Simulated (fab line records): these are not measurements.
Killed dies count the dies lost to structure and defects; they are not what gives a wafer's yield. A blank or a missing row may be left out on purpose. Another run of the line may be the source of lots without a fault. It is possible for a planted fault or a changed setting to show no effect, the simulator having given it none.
Matching of chambers	flow n5-finfet	N5_BEOL_M5_PRE_CLEAN_77 on cvd-co-02: 3 sister chambers
The step time 15 s. 45 wafers are shown with their chamber, then 12 later ones without.

== WAFERS WITH THEIR CHAMBER ==
wafer	chamber	heater-power-w (W)
L078.1	0	95
L078.5	2	107
L078.6	1	99
L079.3	2	106
L079.4	2	104
L079.5	1	97
L080.2	0	100
L080.4	0	97
L080.6	2	103
L082.2	2	107
L082.3	0	99
L082.6	2	106
L085.2	1	99
L085.3	0	97
L085.6	2	106
L083.1	2	108
L083.4	1	98
L083.5	0	98
L088.1	0	98
L088.4	2	105
L088.5	1	98
L086.1	0	98
L086.3	2	104
L086.4	1	98
L087.1	0	95
L087.2	2	104
L087.3	1	97
L089.2	0	97
L089.5	1	101
L089.6	2	107
L090.2	0	100
L090.3	2	105
L090.5	0	98
L091.1	0	96
L091.3	2	103
L091.5	1	96
L092.2	2	105
L092.4	2	105
L092.5	1	98
L093.3	1	98
L093.5	0	101
L093.6	1	97
L094.2	1	96
L094.4	0	96
L094.6	1	98

SIGNATURES (means of the wafers above)
reading	chamber 0	chamber 1	chamber 2	scatter within a chamber
heater-power-w	97.67	97.86	105.31	1.55
Rule: distance of a wafer from a chamber = root of the sum over the readings of ((wafer's reading minus chamber's mean) / reading's scatter) squared. If the next closest chamber is less than 2 further off than the closest, the wafer can't be placed; otherwise it belongs to the closest. How the scatter is found: for the shown wafers, subtract from each reading the mean of its chamber, square and add these, divide the total by (wafers less chambers), then take the root.

== WAFERS MISSING THEIR CHAMBER ==
wafer	heater-power-w (W)
L095.1	98
L095.2	98
L095.4	98
L096.1	99
L096.5	99
L096.6	97
L097.1	106
L097.2	99
L097.3	99
L097.4	99
L097.5	94
L097.6	102

== EACH ONE'S CHAMBER ==
wafer	from the rows above	in truth
L095.1	can't be placed: 1 or 0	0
L095.2	can't be placed: 1 or 0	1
L095.4	can't be placed: 1 or 0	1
L096.1	can't be placed: 1 or 0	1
L096.5	can't be placed: 1 or 0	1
L096.6	can't be placed: 0 or 1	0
L097.1	2	2
L097.2	can't be placed: 1 or 0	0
L097.3	can't be placed: 1 or 0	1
L097.4	can't be placed: 1 or 0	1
L097.5	can't be placed: 0 or 1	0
L097.6	can't be placed: 2 or 1 or 0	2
Placed correctly: 1 of 12. From these rows, 11 cannot be placed; in 11 the true chamber is one of the candidates. Wrongly placed: 0.
